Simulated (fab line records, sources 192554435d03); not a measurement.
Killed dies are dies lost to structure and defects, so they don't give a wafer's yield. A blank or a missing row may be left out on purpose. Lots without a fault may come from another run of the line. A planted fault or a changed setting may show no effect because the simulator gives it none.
Chamber matching | flow n5_finfet | N5_BEOL_M11_ETCH_66 on rie_diel-01: 4 sister chambers
The step etches SOC in N2/H2, target depth 120 nm, overetch 24 nm, time 180 s. 4 wafers are shown with their chamber, then 12 later ones without.

WAFERS WITH THEIR CHAMBER
wafer  | chamber | showerhead_plenum_p_Torr (Torr)
L087.5 | 2       | 2.50
L089.1 | 0       | 2.68
L091.4 | 3       | 2.56
L091.5 | 1       | 2.68

WAFERS WITHOUT THEIR CHAMBER
wafer  | showerhead_plenum_p_Torr (Torr)
L093.1 | 2.49
L093.3 | 2.56
L093.6 | 2.68
L095.3 | 2.67
L095.4 | 2.56
L095.5 | 2.67
L094.2 | 2.56
L094.3 | 2.67
L094.5 | 2.67
L097.1 | 2.49
L097.2 | 2.67
L097.3 | 2.67

WHICH CHAMBER EACH WENT THROUGH
wafer  | from the rows above     | in truth
L093.1 | 2                       | 2
L093.3 | 3                       | 3
L093.6 | can't be placed: 0 or 1 | 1
L095.3 | can't be placed: 0 or 1 | 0
L095.4 | 3                       | 3
L095.5 | can't be placed: 0 or 1 | 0
L094.2 | 3                       | 3
L094.3 | can't be placed: 0 or 1 | 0
L094.5 | can't be placed: 0 or 1 | 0
L097.1 | 2                       | 2
L097.2 | can't be placed: 0 or 1 | 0
L097.3 | can't be placed: 0 or 1 | 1
Placed correctly: 5 of 12. Can't be placed from these rows: 7 (the true chamber is among the candidates in 7). Placed wrongly: 0.
How it was worked out, from the rows above alone: a wafer's distance from a chamber is the root of the sum, over the readings, of the square of ((its reading less the chamber's mean) divided by the reading's scatter). The wafer belongs to the nearest chamber; if the next one is less than 2 further off, it can't be placed. A chamber's mean is the mean of its shown wafers. The scatter: with one shown wafer a chamber, the root of the mean of the squares of how far each hidden wafer lies from its nearest shown one.
